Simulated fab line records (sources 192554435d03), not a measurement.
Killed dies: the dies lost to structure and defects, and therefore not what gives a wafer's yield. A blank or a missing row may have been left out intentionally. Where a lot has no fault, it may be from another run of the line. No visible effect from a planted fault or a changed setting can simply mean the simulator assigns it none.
Which tool did it? :: flow n5Finfet :: 12 lots, 36 wafers sampled, at 3 steps of a route of 1938

== WHAT EACH GAUGE READ, for each wafer ==
N5_FIN_SAQP_CD_MEAS_27: target cd 20 nm.
lot: L075
measured: day 2 06:19
on: cdSem-03
cdNm (nm): 20.43 20.32 20.28

lot: L077
measured: day 2 18:08
on: cdSem-01
cdNm (nm): 20.53 20.34 20.21

lot: L079
measured: day 3 05:28
on: cdSem-01
cdNm (nm): 20.03 20.29 20.51

lot: L081
measured: day 3 17:34
on: cdSem-03
cdNm (nm): 20.33 20.43 20.30

lot: L083
measured: day 4 07:37
on: cdSem-01
cdNm (nm): 20.32 19.80 20.10

lot: L085
measured: day 4 18:20
on: cdSem-02
cdNm (nm): 20.21 19.51 20.58

lot: L087
measured: day 5 11:54
on: cdSem-02
cdNm (nm): 19.94 20.23 20.22

lot: L089
measured: day 5 18:55
on: cdSem-01
cdNm (nm): 20.47 20.05 20.47

lot: L091
measured: day 6 05:44
on: cdSem-03
cdNm (nm): 20.80 20.09 20.18

lot: L093
measured: day 6 18:08
on: cdSem-03
cdNm (nm): 20.60 20.26 20.89

lot: L095
measured: day 7 06:40
on: cdSem-01
cdNm (nm): 20.24 20.17 20.08

lot: L097
measured: day 7 17:59
on: cdSem-01
cdNm (nm): 20.06 20.38 19.90

== WHICH TOOL RAN EACH LOT (tool, then ch and the chambers of the sampled wafers, then the start) ==
lot: L075
N5_ZERO_LAYER_STRIP_24: plasmaAsher-02 ch 0,1, day 1 18:53
N5_FIN_SAQP_HM_DEP_03: pecvd-04 ch 1,2, day 2 03:28

lot: L077
N5_ZERO_LAYER_STRIP_24: plasmaAsher-02 ch 0,1, day 2 06:58
N5_FIN_SAQP_HM_DEP_03: pecvd-02 ch 0,1, day 2 15:16

lot: L079
N5_ZERO_LAYER_STRIP_24: plasmaAsher-02 ch 0,1, day 2 18:55
N5_FIN_SAQP_HM_DEP_03: pecvd-03 ch 0,2, day 3 02:35

lot: L081
N5_ZERO_LAYER_STRIP_24: plasmaAsher-01 ch 0,1, day 3 07:02
N5_FIN_SAQP_HM_DEP_03: pecvd-04 ch 0,1,2, day 3 14:42

lot: L083
N5_ZERO_LAYER_STRIP_24: plasmaAsher-01 ch 0,1, day 3 20:12
N5_FIN_SAQP_HM_DEP_03: pecvd-02 ch 0,2, day 4 04:51

lot: L085
N5_ZERO_LAYER_STRIP_24: plasmaAsher-02 ch 0, day 4 07:01
N5_FIN_SAQP_HM_DEP_03: pecvd-03 ch 0,2, day 4 15:12

lot: L087
N5_ZERO_LAYER_STRIP_24: plasmaAsher-02 ch 0,1, day 4 18:54
N5_FIN_SAQP_HM_DEP_03: pecvd-02 ch 0,1,2, day 5 08:11

lot: L089
N5_ZERO_LAYER_STRIP_24: plasmaAsher-02 ch 0,1, day 5 06:55
N5_FIN_SAQP_HM_DEP_03: pecvd-03 ch 1,2, day 5 14:56

lot: L091
N5_ZERO_LAYER_STRIP_24: plasmaAsher-01 ch 0,1, day 5 18:53
N5_FIN_SAQP_HM_DEP_03: pecvd-02 ch 1,2, day 6 02:56

lot: L093
N5_ZERO_LAYER_STRIP_24: plasmaAsher-01 ch 0,1, day 6 07:01
N5_FIN_SAQP_HM_DEP_03: pecvd-04 ch 0,1, day 6 14:38

lot: L095
N5_ZERO_LAYER_STRIP_24: plasmaAsher-02 ch 0,1, day 6 18:55
N5_FIN_SAQP_HM_DEP_03: pecvd-02 ch 0,1,2, day 7 02:28

lot: L097
N5_ZERO_LAYER_STRIP_24: plasmaAsher-02 ch 0,1, day 7 07:01
N5_FIN_SAQP_HM_DEP_03: pecvd-03 ch 0,1, day 7 14:52
- N5_ZERO_LAYER_STRIP_24: strips in O2.
- N5_FIN_SAQP_HM_DEP_03: deposits SiNx from SiH4/NH3/N2, target thk 38 nm, time 33.6 s.

== THE ANSWER, worked out from the rows above alone ==
Rule: what is usual is taken from the lots themselves. The widest of any qualifying gaps counts: lots, ordered by their means at a reading, are off when they make up no more than a third of the lots, leave a main group of 4 or more, and stand apart from it by 3 or more times the standard deviation of that group's means. If all means in a main group match to the digits the tables above print for the reading, that group is not used. A lot without any number at a reading at which 4 lots or more have one is off too. All remaining lots with rows at the step are treated as sound.
No lot is off at any reading shown: from this, nothing can be told.

== WHAT THE SIMULATOR HAD PUT IN ==
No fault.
